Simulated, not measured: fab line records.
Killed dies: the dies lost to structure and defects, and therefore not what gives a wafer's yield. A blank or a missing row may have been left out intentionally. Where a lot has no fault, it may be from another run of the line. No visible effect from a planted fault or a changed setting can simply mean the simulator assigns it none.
fab line records + flow n5Finfet
[record]
- lots = 6
- wafers = 17
- lastDay = 18
route steps=1938 shown BEOL_M11@1554 PASSIVATION@1936
lots that met no fault: from a run of the same line without faults
startH: the number of hours between the record's first day and the start of the first shown wafer of the lot + waitH: time in hours since the lot's previous step + " unchanged from the row above + L1.1+2: several wafers, shown together as one row + - no value, or no start was given + * or withheld: withheld + < > ~ a bound
route shown NAME@n: names a module that has steps shown in the file, with the first one's number in the route + usual: mean and standard deviation over wafers with no fault + same: alike in all rows + chamber/n: place in a boat + sites: readings site by site + _std_site: their standard deviation + _edge_site: the outer-site mean with the inner-site mean subtracted + radiusMm: how far each site lies from the wafer's centre + mask NAME#n: copy n + behind: the most recent tool/chamber to have shaped the wafer + hold: reason for holding the lot/hours on hold/outcome of the hold + device: transistor that didn't switch, given as n, p or np + end of line: tests run on the same wafers once the route is complete + where a step has no rows: the recipe by itself + killed: not the wafer's yield, but the dies lost to structure and defects at the first sort + map: per-die view of a wafer (x killed, . not killed, _ where there is no die)
set.NAME: setting as actually run; set.NAME@STEP: the setting as run at that earlier step + model.NAME: the simulator's own value behind a step, which no gauge read
certain route steps with their lots: each step a table, each wafer a row
services: a tool's chamber out of use, with start hour (startH, from the record's first day; less than 0 if before it), hours out, and reason
[[steps]]
[step N5_BEOL_M11_ETCH_62]
[recipe]
- chemistry = N2/H2
- target = SOC
- targetDepthA = 1100
- overetchA = 220
- maskMaterial = SiARC
- tempC = 40
- timeS = 165
- ionEnergyEv = 200
- pressureMtorr = 30
- sourceW = 840
- biasW = 150
- n2FlowSccm = 200
- h2FlowSccm = 200
[usual]
- drypumpMotorCurrentA = 5.5/0.43
- oesProductAu = 0.65/0.064
- rfVppV = 522.3/2.6
- showerheadPlenumPTorr = 2.49/0.081
- throttleValvePct = 17.96/0.21
[same]
- timeS = 165
| lot.wafer | tool       | chamber | startH | waitH | drypumpMotorCurrentA | oesProductAu | rfHoursCounterH | rfVppV | showerheadPlenumPTorr | throttleValvePct |
|-----------|------------|---------|--------|-------|----------------------|--------------|-----------------|--------|-----------------------|------------------|
| L603.1    | rieDiel-03 | 1       | 262.89 | 0.0   | 5.6                  | 0.60         | 216             | 524.4  | 2.53                  | 17.92            |
| L603.3    | "          | 0       | "      | "     | 5.6                  | 0.63         | 158             | 516.7  | 2.35                  | 18.07            |
| L603.4    | "          | 3       | "      | "     | 5.7                  | 0.63         | 179             | 520.2  | 2.43                  | 18.18            |
| L605.1    | rieDiel-04 | 2       | 292.02 | 0.0   | 4.8                  | 0.71         | 69              | 522.2  | 2.48                  | 17.67            |
| L605.3    | "          | 3       | "      | "     | 5.0                  | 0.59         | 230             | 524.9  | 2.51                  | 18.01            |
| L605.6    | "          | 2       | "      | "     | 4.9                  | 0.71         | -               | 521.4  | 2.48                  | 17.66            |
| L609.1    | rieDiel-03 | 1       | 299.74 | 0.0   | 5.6                  | 0.59         | 231             | 522.8  | 2.52                  | 17.94            |
| L609.4    | "          | 2       | "      | "     | 5.2                  | 0.60         | 215             | 526.8  | 2.63                  | 18.13            |
| L609.6    | "          | 0       | "      | "     | 5.7                  | 0.62         | -               | 518.2  | 2.34                  | 18.09            |
| L618.4    | rieDiel-06 | 3       | 364.68 | 0.0   | 5.0                  | 0.74         | 43              | 526.7  | 2.59                  | 17.52            |
| L618.6    | "          | 0       | "      | "     | 6.4                  | 0.65         | -               | 525.6  | 2.56                  | 17.68            |
| L619.2    | rieDiel-04 | 0       | 368.41 | 0.0   | 6.1                  | 0.64         | 192             | 520.9  | 2.43                  | 18.05            |
| L619.5    | "          | 3       | "      | "     | 4.9                  | 0.84         | -               | 523.6  | 2.50                  | 17.65            |
| L619.6    | "          | 2       | "      | "     | 4.8                  | 0.68         | -               | 521.5  | 2.46                  | 17.72            |
| L620.3    | rieDiel-04 | 1       | 380.11 | 0.0   | 5.5                  | 0.71         | 75              | 524.5  | 2.56                  | 18.19            |
| L620.4    | "          | 2       | "      | "     | 4.9                  | 0.68         | 103             | 521.3  | 2.46                  | 17.73            |
| L620.6    | "          | 3       | "      | "     | 4.9                  | 0.82         | -               | 522.7  | 2.50                  | 17.65            |
[step N5_BEOL_M11_STRIP_68]
[recipe]
- chemistry = N2/H2
- tempC = 40
- n2FlowSccm = 200
- h2FlowSccm = 200
- rfFrequencyHz = 6e+07
[step N5_BEOL_M11_STRIP_67]
[recipe]
- chemistry = CF4
- resist = SiARC
- powerW = 300
- biasPowerW = 75
- pressureMtorr = 50
- cf4FlowSccm = 150
- rfFrequencyHz = 6e+07
[usual]
- drypumpMotorCurrentA = 5.5/0.43
- oesProductAu = 0.77/0.075
- rfVppV = 270.3/1.6
- showerheadPlenumPTorr = 1.76/0.059
- throttleValvePct = 13.71/0.25
| lot.wafer | tool       | chamber | startH | waitH | drypumpMotorCurrentA | oesProductAu | rfHoursCounterH | rfVppV | showerheadPlenumPTorr | throttleValvePct |
|-----------|------------|---------|--------|-------|----------------------|--------------|-----------------|--------|-----------------------|------------------|
| L603.1    | rieDiel-03 | 1       | 263.04 | 0.0   | 5.6                  | 0.70         | 216             | 272.3  | 1.77                  | 13.61            |
| L603.3    | "          | 0       | "      | "     | 5.6                  | 0.74         | 158             | 266.9  | 1.66                  | 13.67            |
| L603.4    | "          | 3       | "      | "     | 5.7                  | 0.74         | 179             | 269.2  | 1.73                  | 14.11            |
| L605.1    | rieDiel-04 | 2       | 292.17 | 0.0   | 4.8                  | 0.84         | 69              | 270.4  | 1.74                  | 13.35            |
| L605.3    | "          | 3       | "      | "     | 4.9                  | 0.69         | 230             | 270.4  | 1.78                  | 13.91            |
| L605.6    | "          | 2       | "      | "     | 4.8                  | 0.84         | -               | 268.3  | 1.74                  | 13.34            |
| L609.1    | rieDiel-03 | 1       | 299.89 | 0.0   | 5.6                  | 0.70         | 231             | 270.7  | 1.77                  | 13.62            |
| L609.4    | "          | 2       | "      | "     | 5.2                  | 0.70         | 215             | 272.3  | 1.86                  | 13.94            |
| L609.6    | "          | 0       | "      | "     | 5.7                  | 0.73         | -               | 267.5  | 1.65                  | 13.70            |
| L618.4    | rieDiel-06 | 3       | 364.83 | 0.0   | 5.0                  | 0.89         | 43              | 271.4  | 1.81                  | 13.25            |
| L618.6    | "          | 0       | "      | "     | 6.4                  | 0.77         | -               | 271.4  | 1.79                  | 13.35            |
| L619.2    | rieDiel-04 | 0       | 368.55 | 0.0   | 6.0                  | 0.74         | 192             | 269.0  | 1.72                  | 13.83            |
| L619.5    | "          | 3       | "      | "     | 4.9                  | 0.99         | -               | 270.3  | 1.78                  | 13.42            |
| L619.6    | "          | 2       | "      | "     | 4.8                  | 0.80         | -               | 268.5  | 1.73                  | 13.41            |
| L620.3    | rieDiel-04 | 1       | 380.25 | 0.0   | 5.5                  | 0.84         | 75              | 270.6  | 1.83                  | 13.90            |
| L620.4    | "          | 2       | "      | "     | 4.8                  | 0.80         | 103             | 269.4  | 1.73                  | 13.43            |
| L620.6    | "          | 3       | "      | "     | 5.0                  | 0.97         | -               | 270.9  | 1.78                  | 13.42            |
[step N5_BEOL_M11_HM_OPEN_17]
[recipe]
- chemistry = Cl2/BCl3
- targetDepthA = 200
- overetchA = 60
- target = TiN
- maskMaterial = SOC
- ionEnergyEv = 150
- pressureMtorr = 10
- icpW = 1000
- biasW = 126
- Cl2_flow_sccm = 53.25
- bcl3FlowSccm = 21.75
- Ar_flow_sccm = 25
[usual]
- drypumpMotorCurrentA = 5.7/0.33
- oes_ar_750_au = 0.78/0.12
- oesProductAu = 0.66/0.096
- throttleValvePct = 22.08/0.14
| lot.wafer | tool        | chamber | startH | waitH | drypumpMotorCurrentA | oes_ar_750_au | oesProductAu | rfHoursCounterH | throttleValvePct |
|-----------|-------------|---------|--------|-------|----------------------|---------------|--------------|-----------------|------------------|
| L603.1    | rieMetal-03 | 0       | 263.08 | 0.0   | 5.9                  | 0.90          | 0.77         | 6               | 22.00            |
| L603.3    | "           | 1       | "      | "     | 6.2                  | 0.63          | 0.55         | -               | 22.20            |
| L603.4    | "           | 0       | "      | "     | 5.9                  | 0.90          | 0.77         | -               | 22.00            |
| L605.1    | rieMetal-02 | 0       | 292.21 | 0.0   | 5.8                  | 0.64          | 0.57         | 96              | 22.20            |
| L605.3    | "           | 0       | "      | "     | 5.8                  | 0.63          | 0.56         | -               | 22.20            |
| L605.6    | "           | 0       | "      | "     | 5.8                  | 0.64          | 0.57         | -               | 22.20            |
| L609.1    | rieMetal-01 | 1       | 299.93 | 0.0   | 5.6                  | 0.74          | 0.63         | 64              | 22.12            |
| L609.4    | "           | 1       | "      | "     | 5.6                  | 0.73          | 0.63         | -               | 22.12            |
| L609.6    | "           | 1       | "      | "     | 5.6                  | 0.74          | 0.63         | -               | 22.10            |
| L618.4    | rieMetal-02 | 0       | 364.90 | 0.1   | 5.8                  | 0.62          | 0.56         | -               | 22.22            |
| L618.6    | "           | 0       | "      | "     | 5.8                  | 0.62          | 0.55         | -               | 22.23            |
| L619.2    | rieMetal-03 | 1       | 368.59 | 0.0   | 6.2                  | 0.90          | 0.77         | 7               | 22.01            |
| L619.5    | "           | 1       | "      | "     | 6.2                  | 0.90          | 0.78         | -               | 21.98            |
| L619.6    | "           | 0       | "      | "     | 5.9                  | 0.85          | 0.73         | -               | 22.03            |
| L620.3    | rieMetal-03 | 0       | 380.32 | 0.1   | 5.9                  | 0.84          | 0.73         | -               | 22.03            |
| L620.4    | "           | 1       | "      | "     | 6.2                  | 0.88          | 0.77         | -               | 22.01            |
| L620.6    | "           | 0       | "      | "     | 5.9                  | 0.84          | 0.72         | -               | 22.04            |
[step N5_BEOL_M11_STRIP_19]
[recipe]
- chemistry = O2
- powerW = 400
- tempC = 40
- pressureMtorr = 30
- rfFrequencyHz = 6e+07
- biasPowerW = 0
- overashFraction = 0.2
- o2FlowSccm = 225
[usual]
- drypumpMotorCurrentA = 5.5/0.41
- oesProductAu = 0.75/0.071
- rfVppV = 3.7/0.56
- showerheadPlenumPTorr = 2.05/0.073
- throttleValvePct = 16.82/0.2
| lot.wafer | tool       | chamber | startH | waitH | drypumpMotorCurrentA | oesProductAu | rfHoursCounterH | rfVppV | showerheadPlenumPTorr | throttleValvePct |
|-----------|------------|---------|--------|-------|----------------------|--------------|-----------------|--------|-----------------------|------------------|
| L603.1    | rieDiel-03 | 3       | 263.19 | 0.1   | 5.7                  | 0.73         | 179             | 2.9    | 1.99                  | 17.05            |
| L603.3    | "          | 0       | "      | "     | 5.7                  | 0.73         | 159             | 2.5    | 1.94                  | 16.86            |
| L603.4    | "          | 2       | "      | "     | 5.1                  | 0.71         | 200             | 3.1    | 2.17                  | 16.92            |
| L605.1    | rieDiel-03 | 2       | 292.47 | 0.2   | 5.1                  | 0.69         | 212             | 3.9    | 2.16                  | 16.94            |
| L605.3    | "          | 0       | "      | "     | 5.7                  | 0.72         | 170             | 3.6    | 1.94                  | 16.88            |
| L605.6    | "          | 2       | "      | "     | 5.2                  | 0.69         | -               | 3.6    | 2.16                  | 16.96            |
| L609.1    | rieDiel-03 | 1       | 300.21 | 0.2   | 5.6                  | 0.70         | 232             | 3.6    | 2.08                  | 16.76            |
| L609.4    | "          | 0       | "      | "     | 5.7                  | 0.73         | 174             | 3.7    | 1.94                  | 16.86            |
| L609.6    | "          | 0       | "      | "     | 5.7                  | 0.73         | -               | 3.4    | 1.94                  | 16.88            |
| L618.4    | rieDiel-03 | 3       | 365.00 | 0.1   | 5.7                  | 0.70         | -               | 4.7    | 1.98                  | 17.14            |
| L618.6    | "          | 0       | "      | "     | 5.7                  | 0.70         | -               | 3.5    | 1.93                  | 16.93            |
| L619.2    | rieDiel-06 | 2       | 368.79 | 0.2   | 5.7                  | 0.68         | 234             | 4.0    | 2.06                  | 16.74            |
| L619.5    | "          | 3       | "      | "     | 5.0                  | 0.90         | -               | 4.6    | 2.13                  | 16.43            |
| L619.6    | "          | 0       | "      | "     | 6.4                  | 0.77         | -               | 4.4    | 2.09                  | 16.37            |
| L620.3    | rieDiel-06 | 1       | 380.40 | 0.1   | 5.8                  | 0.74         | 194             | 3.3    | 2.01                  | 17.05            |
| L620.4    | "          | 2       | "      | "     | 5.7                  | 0.68         | -               | 3.6    | 2.06                  | 16.77            |
| L620.6    | "          | 1       | "      | "     | 5.8                  | 0.74         | -               | 3.2    | 2.01                  | 17.05            |
[step N5_BEOL_M11_CD_MEAS_18]
[recipe]
- pitchNm = 140
- targetCdNm = 70
[usual]
- cdNm = 70.2/0.78
| lot.wafer | tool     | chamber | startH | waitH | cdNm |
|-----------|----------|---------|--------|-------|------|
| L603.1    | cdSem-01 | -       | 263.26 | 0.0   | 71.4 |
| L603.3    | "        | -       | "      | "     | 70.4 |
| L603.4    | "        | -       | "      | "     | 70.5 |
| L605.1    | cdSem-03 | -       | 292.54 | 0.0   | 69.3 |
| L605.3    | "        | -       | "      | "     | 69.4 |
| L605.6    | "        | -       | "      | "     | 68.8 |
| L609.1    | cdSem-01 | -       | 300.28 | 0.0   | 70.7 |
| L609.4    | "        | -       | "      | "     | 70.4 |
| L609.6    | "        | -       | "      | "     | 71.4 |
| L618.4    | cdSem-03 | -       | 365.05 | 0.0   | 69.1 |
| L618.6    | "        | -       | "      | "     | 69.2 |
| L619.2    | cdSem-01 | -       | 368.86 | 0.1   | 70.3 |
| L619.5    | "        | -       | "      | "     | 70.8 |
| L619.6    | "        | -       | "      | "     | 71.4 |
| L620.3    | cdSem-02 | -       | 380.48 | 0.1   | 71.1 |
| L620.4    | "        | -       | "      | "     | 70.5 |
| L620.6    | "        | -       | "      | "     | 70.7 |
[step N5_BEOL_M11_COAT_63]
[recipe]
- resist = SOC
- tempC = 250
- timeS = 60
- spinRpm = 1500
- resistThkNm = 100
[step N5_BEOL_M11_COAT_64]
[recipe]
- resist = SiARC
- tempC = 220
- timeS = 60
- spinRpm = 1500
- resistThkNm = 30
[step N5_BEOL_M11_COAT_22]
[recipe]
- resist = CAR-ArF
- spinRpm = 1500
- resistThkNm = 90
[step N5_BEOL_M11_EBR_24]
[recipe]
- solvent = PGMEA
- ebrWidthMm = 1.5
[step N5_BEOL_M11_SOFTBAKE_23]
[recipe]
- tempC = 110
- timeS = 60
- resist = CAR-ArF
[step N5_BEOL_M11_EXPOSE_25]
[recipe]
- maskId = V10
- na = 1.35
- sourceShape = annular
- sigmaInner = 0.5
- sigmaOuter = 0.8
- polarization = unpolarized
- doseMj = 85.5
[step N5_BEOL_M11_PEB_26]
[recipe]
- pebTempC = withheld
- pebTimeS = 60
- resist = CAR-ArF
| lot.wafer  | tool          | chamber | startH | waitH |
|------------|---------------|---------|--------|-------|
| L603.1+3+4 | lithoTrack-02 | 0       | 266.44 | 0.1   |
| L605.1+3+6 | lithoTrack-03 | 0       | 293.23 | 0.1   |
| L609.1+4+6 | lithoTrack-04 | 0       | 302.34 | 0.1   |
| L618.4+6   | lithoTrack-04 | 0       | 367.35 | 0.0   |
| L619.2+5+6 | lithoTrack-04 | 0       | 370.91 | 0.1   |
| L620.3+4+6 | lithoTrack-02 | 0       | 384.25 | 0.0   |
[step N5_BEOL_M11_DEVELOP_27]
[recipe]
- developTimeS = 30
- developer = TMAH
- resist = CAR-ArF
- rinseLiquid = diw
- dry = airSpin
- devTempC = 23
[step N5_BEOL_M11_CD_MEAS_28]
[recipe]
- targetCdNm = 70
- landingEnergyEv = 500
- detector = seInlens
- polarity = opening
[usual]
- cdNm = 70.3/0.82
| lot.wafer | tool     | chamber | startH | waitH | cdNm |
|-----------|----------|---------|--------|-------|------|
| L603.1    | cdSem-03 | 0       | 266.51 | -     | 70.0 |
| L603.3    | "        | 0       | "      | "     | 70.2 |
| L603.4    | "        | 0       | "      | "     | 69.8 |
| L605.1    | cdSem-03 | 0       | 293.30 | -     | 70.7 |
| L605.3    | "        | 0       | "      | "     | 69.9 |
| L605.6    | "        | 0       | "      | "     | 70.4 |
| L609.1    | cdSem-03 | 0       | 302.41 | -     | 70.0 |
| L609.4    | "        | 0       | "      | "     | 70.8 |
| L609.6    | "        | 0       | "      | "     | 70.4 |
| L618.4    | cdSem-03 | 0       | 367.41 | -     | 69.5 |
| L618.6    | "        | 0       | "      | "     | 73.5 |
| L619.2    | cdSem-01 | 0       | 370.98 | -     | 72.5 |
| L619.5    | "        | 0       | "      | "     | 70.9 |
| L619.6    | "        | 0       | "      | "     | 73.3 |
| L620.3    | cdSem-03 | 0       | 384.32 | -     | 70.2 |
| L620.4    | "        | 0       | "      | "     | 70.7 |
| L620.6    | "        | 0       | "      | "     | 69.0 |
[step N5_BEOL_M11_OVL_MEAS_29]
[recipe]
- pointsPerWafer = 44
[usual]
- V10_OVL = -0.4/0.89
| lot.wafer | tool       | chamber | startH | waitH | V10_OVL[nm] |
|-----------|------------|---------|--------|-------|-------------|
| L603.1    | overlay-01 | 0       | 266.57 | 0.1   | -1.4        |
| L603.3    | "          | 0       | "      | "     | -1.9        |
| L603.4    | "          | 0       | "      | "     | -0.2        |
| L605.1    | overlay-02 | 0       | 293.33 | 0.0   | 0.4         |
| L605.3    | "          | 0       | "      | "     | -0.6        |
| L605.6    | "          | 0       | "      | "     | 0.6         |
| L609.1    | overlay-02 | 0       | 302.44 | 0.0   | -0.1        |
| L609.4    | "          | 0       | "      | "     | -0.2        |
| L609.6    | "          | 0       | "      | "     | 0.1         |
| L618.4    | overlay-02 | 0       | 367.44 | 0.0   | -0.7        |
| L618.6    | "          | 0       | "      | "     | -0.2        |
| L619.2    | overlay-01 | 0       | 371.01 | 0.0   | -0.7        |
| L619.5    | "          | 0       | "      | "     | -0.4        |
| L619.6    | "          | 0       | "      | "     | -1.8        |
| L620.3    | overlay-01 | 0       | 384.35 | 0.0   | -1.7        |
| L620.4    | "          | 0       | "      | "     | -0.4        |
| L620.6    | "          | 0       | "      | "     | -1.1        |
[step N5_PASSIVATION_PROBE_49]
[usual]
- defectLimitedYield = 91.0/1.5
- killed_at_M0_to_M3 = 35/12
- killed_at_M4_up = 15/5.8
- killedAtContacts = 14/7.2
- killedAtFrontEnd = 40/10
- killedAtOther = 3/3
- killedDies = 106/18
- killedOpen = 68/14
- killedShort = 35/7.2
- sort_bin_5_function = 5.2/0.96
- sort_bin_6_memory = 3.3/0.69
- sortNPass = 1074/18
- sortYieldPct = 91.0/1.5
[same]
- grossDies = 1180
- killedAtBackSide = 0
- sort_bin_4_leakage[%] = 0
- sort_bin_8_speed[%] = 0
| lot.wafer | tool      | chamber | startH | waitH | defectLimitedYield[%] | killed_at_M0_to_M3 | killed_at_M4_up | killedAtContacts | killedAtFrontEnd | killedAtOther | killedDies | killedOpen | killedShort | sort_bin_5_function[%] | sort_bin_6_memory[%] | sortNPass | sortYieldPct[%] |
|-----------|-----------|---------|--------|-------|-----------------------|--------------------|-----------------|------------------|------------------|---------------|------------|------------|-------------|------------------------|----------------------|-----------|-----------------|
| L603.1    | prober-01 | -       | 308.26 | 0.0   | 87.1                  | 52                 | 16              | 18               | 65               | 1             | 152        | 92         | 50          | 7.9                    | 3.9                  | 1028      | 87.1            |
| L603.3    | prober-01 | -       | 308.36 | 0.1   | 90.2                  | 47                 | 13              | 22               | 31               | 3             | 116        | 77         | 36          | 5.8                    | 3.8                  | 1064      | 90.2            |
| L603.4    | prober-01 | -       | 308.41 | 0.2   | 90.8                  | 49                 | 7               | 18               | 32               | 2             | 108        | 64         | 42          | 5.9                    | 2.9                  | 1072      | 90.8            |
| L609.1    | prober-02 | -       | 346.35 | 0.8   | 91.8                  | 30                 | 22              | 16               | 26               | 3             | 97         | 57         | 36          | 4.3                    | 3.4                  | 1083      | 91.8            |
| L609.4    | prober-02 | -       | 346.50 | 1.0   | 92.2                  | 26                 | 12              | 12               | 38               | 4             | 92         | 55         | 35          | 4.0                    | 3.2                  | 1088      | 92.2            |
| L609.6    | prober-02 | -       | 346.60 | 1.1   | 91.7                  | 20                 | 13              | 20               | 39               | 6             | 98         | 61         | 28          | 5.3                    | 2.5                  | 1082      | 91.7            |
| L619.2    | prober-02 | -       | 414.01 | 0.4   | 89.6                  | 27                 | 17              | 28               | 48               | 3             | 123        | 82         | 40          | 6.3                    | 3.5                  | 1057      | 89.6            |
| L619.5    | prober-02 | -       | 414.16 | 0.5   | 90.9                  | 26                 | 13              | 23               | 39               | 6             | 107        | 73         | 30          | 4.5                    | 4.2                  | 1073      | 90.9            |
| L619.6    | prober-02 | -       | 414.21 | 0.6   | 90.8                  | 26                 | 18              | 15               | 39               | 10            | 108        | 77         | 29          | 5.3                    | 3.4                  | 1072      | 90.8            |
| L620.3    | prober-02 | -       | 425.06 | 0.1   | 88.6                  | 33                 | 12              | 8                | 80               | 1             | 134        | 93         | 37          | 6.8                    | 4.1                  | 1046      | 88.6            |
| L620.4    | prober-02 | -       | 425.11 | 0.2   | 90.8                  | 27                 | 15              | 16               | 47               | 4             | 109        | 69         | 33          | 5.0                    | 3.8                  | 1071      | 90.8            |
| L620.6    | prober-02 | -       | 425.21 | 0.3   | 90.5                  | 32                 | 21              | 8                | 47               | 4             | 112        | 72         | 35          | 5.1                    | 3.8                  | 1068      | 90.5            |
// killed by level:class
L603.1 FIN_SAQP:geometricParticle:short=17 MOL_CONTACT_COAG:geometricParticle:open=17 BEOL_M2:geometricParticle:open=15 STI_FIN_REVEAL:geometricParticle:open=11 BEOL_M1:geometricParticle:open=11 BEOL_M0_SAQP:geometricParticle:short=10 HKMG_FIN:areaEtch=8 GATE_CUT:geometricParticle:short=7
L603.3 MOL_CONTACT_COAG:geometricParticle:open=18 BEOL_M2:geometricParticle:open=15 BEOL_M1:geometricParticle:open=10 BEOL_M0_SAQP:geometricParticle:short=7 BEOL_M4:geometricParticle:open=5 STARTING-WAFER:geometricParticle:open=5 FIN_SAQP:geometricParticle:short=4 STI_FIN_REVEAL:geometricParticle:open=4
L603.4 MOL_CONTACT_COAG:geometricParticle:open=15 FIN_SAQP:geometricParticle:open=11 BEOL_M0_SAQP:geometricParticle:short=10 BEOL_M2:geometricParticle:open=10 FIN_SAQP:geometricParticle:short=9 BEOL_M0_SAQP:geometricParticle:open=8 BEOL_M3:geometricParticle:open=7 BEOL_M2:geometricParticle:short=6
L609.1 MOL_CONTACT_COAG:geometricParticle:open=11 BEOL_M4:geometricParticle:open=11 BEOL_M0_SAQP:geometricParticle:short=8 BEOL_M1:geometricParticle:open=8 FIN_SAQP:geometricParticle:open=5 MOL_CONTACT_COAG:geometricParticle:short=5 BEOL_M1:geometricParticle:short=5 STI_FIN_REVEAL:geometricParticle:open=3
L609.4 FIN_SAQP:geometricParticle:short=14 FIN_SAQP:geometricParticle:open=10 MOL_CONTACT_COAG:geometricParticle:open=10 BEOL_M0_SAQP:geometricParticle:open=9 BEOL_M0_SAQP:geometricParticle:short=6 BEOL_M2:geometricParticle:open=5 BEOL_M4:geometricParticle:open=5 BEOL_M3:geometricParticle:open=4
L609.6 MOL_CONTACT_COAG:geometricParticle:open=15 BEOL_M0_SAQP:geometricParticle:open=11 FIN_SAQP:geometricParticle:open=8 BEOL_M0_SAQP:geometricParticle:short=6 HKMG_FIN:areaEtch=6 MOL_CONTACT_COAG:geometricParticle:short=5 MIM_TOP_ETCH:geometricParticle:open=4 STARTING-WAFER:geometricParticle:open=4
L619.2 MOL_CONTACT_COAG:geometricParticle:open=25 STI_FIN_REVEAL:geometricParticle:open=14 BEOL_M0_SAQP:geometricParticle:short=13 BEOL_M0_SAQP:geometricParticle:open=8 GATE_CUT:geometricParticle:short=7 BEOL_M4:geometricParticle:open=7 FIN_SAQP:geometricParticle:short=6 BEOL_M7:geometricParticle:open=4
L619.5 MOL_CONTACT_COAG:geometricParticle:open=17 STI_FIN_REVEAL:geometricParticle:open=8 BEOL_M0_SAQP:geometricParticle:open=7 BEOL_M1:geometricParticle:short=6 MOL_CONTACT_COAG:geometricParticle:short=6 DUMMY_GATE:geometricParticle:open=5 BEOL_M4:geometricParticle:open=5 FIN_SAQP:geometricParticle:short=4
L619.6 MOL_CONTACT_COAG:geometricParticle:open=15 FIN_SAQP:geometricParticle:open=9 STI_FIN_REVEAL:geometricParticle:open=9 BEOL_M4:geometricParticle:open=7 BEOL_M0_SAQP:geometricParticle:short=5 BEOL_M2:geometricParticle:open=5 BEOL_M3:geometricParticle:open=5 FIN_SAQP:geometricParticle:short=4
L620.3 FIN_SAQP:geometricParticle:open=20 STI_FIN_REVEAL:geometricParticle:open=19 FIN_SAQP:geometricParticle:short=14 BEOL_M0_SAQP:geometricParticle:open=11 DUMMY_GATE:geometricParticle:open=8 BEOL_M4:geometricParticle:open=7 MOL_CONTACT_COAG:geometricParticle:open=6 BEOL_M0_SAQP:geometricParticle:short=6
L620.4 MOL_CONTACT_COAG:geometricParticle:open=14 BEOL_M0_SAQP:geometricParticle:open=14 FIN_SAQP:geometricParticle:short=7 DUMMY_GATE:geometricParticle:open=7 BEOL_M0_SAQP:geometricParticle:short=7 FIN_SAQP:geometricParticle:open=6 STI_FIN_REVEAL:geometricParticle:open=6 STI_FIN_REVEAL:geometricParticle:short=4
L620.6 BEOL_M2:geometricParticle:open=13 STI_FIN_REVEAL:geometricParticle:short=8 BEOL_M0_SAQP:geometricParticle:short=7 BEOL_M4:geometricParticle:open=7 FIN_SAQP:geometricParticle:open=6 STI_FIN_REVEAL:geometricParticle:open=6 MOL_CONTACT_COAG:geometricParticle:open=6 BEOL_M0_SAQP:geometricParticle:open=6
[[services]]
| tool          | chamber | startH | hours | kind                        |
|---------------|---------|--------|-------|-----------------------------|
| rieMetal-03   | 1       | 263.96 | -     | clean                       |
| rieMetal-03   | 1       | 263.96 | 12.2  | scheduledDown               |
| rieMetal-03   | 1       | 263.96 | 12.2  | ventCycle                   |
| rieMetal-03   | -       | 264.05 | 1.1   | repair                      |
| rieDiel-06    | 3       | 270.89 | 5.3   | repair                      |
| rieDiel-06    | 2       | 275.62 | 3.6   | repair                      |
| rieMetal-03   | -       | 276.12 | 2.8   | pm                          |
| lithoTrack-04 | -       | 281.78 | -     | consumableReplace:filter    |
| rieMetal-01   | 0       | 287.58 | -     | clean                       |
| rieMetal-01   | 0       | 287.58 | 27.7  | scheduledDown               |
| rieMetal-01   | 0       | 287.58 | 27.7  | ventCycle                   |
| rieMetal-03   | -       | 299.73 | 0.2   | repair                      |
| lithoTrack-03 | -       | 330.16 | -     | consumableReplace:filter    |
| rieDiel-04    | 3       | 337.03 | -     | clean                       |
| rieDiel-04    | 3       | 337.03 | -     | consumableReplace:focusRing |
| rieDiel-04    | 3       | 337.03 | 21.8  | scheduledDown               |
| rieDiel-04    | 3       | 337.03 | 21.8  | ventCycle                   |
| rieDiel-03    | 1       | 343.93 | -     | clean                       |
| rieDiel-03    | 1       | 343.93 | -     | consumableReplace:focusRing |
| rieDiel-03    | 1       | 343.93 | 22.8  | scheduledDown               |
| rieDiel-03    | 1       | 343.93 | 22.8  | ventCycle                   |
| rieDiel-06    | 2       | 345.85 | 4.4   | repair                      |
| rieDiel-06    | 3       | 376.05 | 9.4   | repair                      |
[[key]]
[firstSign]
- step = N5_BEOL_M11_CD_MEAS_28
- reading = cdNm
- direction = up
- sigmas = 3.4
- usual = 70.3
- struck = 73.1
effect none on later readings
metAt N5_BEOL_M11_PEB_26
struckWafers L618.6,L619.2,L619.6
onsetBetween 302.34 367.35
[fault]
- kind = processParameterDrift
- tool = lithoTrack-04
- chamber = -
- onsetH = 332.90
- steps = N5_BEOL_M11_PEB_26
- channel = pebTimeS
- offset = *
- shape = step
- endH = 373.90
- scope = struckWafersOnly
- actsIn = *
- stated = *
